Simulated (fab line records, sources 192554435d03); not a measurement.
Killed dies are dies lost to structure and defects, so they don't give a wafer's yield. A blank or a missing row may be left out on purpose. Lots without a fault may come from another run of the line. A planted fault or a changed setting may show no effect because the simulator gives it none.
Chamber matching | flow n5_finfet | N5_WELL_APT_DESCUM_13 on rie_diel-03: 3 sister chambers
The step chemistry O2, time 7.9 s. 6 wafers are shown with their chamber, then 5 later ones without.

WAFERS WITH THEIR CHAMBER
wafer  | chamber | showerhead_plenum_p_Torr (Torr) | throttle_valve_pct (%)
L285.6 | 1       | 1.96                            | 20.40
L286.3 | 1       | 1.96                            | 20.41
L287.4 | 3       | 2.22                            | 20.34
L287.5 | 0       | 2.00                            | 20.77
L289.2 | 3       | 2.22                            | 20.35
L289.4 | 0       | 1.99                            | 20.79

WAFERS WITHOUT THEIR CHAMBER
wafer  | showerhead_plenum_p_Torr (Torr) | throttle_valve_pct (%)
L289.5 | 1.96                            | 20.41
L300.1 | 1.99                            | 20.81
L300.6 | 1.99                            | 20.81
L301.2 | 1.95                            | 20.44
L301.4 | 2.21                            | 20.37

WHICH CHAMBER EACH WENT THROUGH
wafer  | from the rows above | in truth
L289.5 | 1                   | 1
L300.1 | 0                   | 0
L300.6 | 0                   | 0
L301.2 | 1                   | 1
L301.4 | 3                   | 3
Placed correctly: 5 of 5. Can't be placed from these rows: 0. Placed wrongly: 0.
How it was worked out, from the rows above alone: a wafer's distance from a chamber is the root of the sum, over the readings, of the square of ((its reading less the chamber's mean) divided by the reading's scatter). The wafer belongs to the nearest chamber; if the next one is less than 2 further off, it can't be placed. A chamber's mean is the mean of its shown wafers. The scatter: the root of (the sum of the squares of (reading less its chamber's mean) over the shown wafers, divided by (wafers less chambers)).
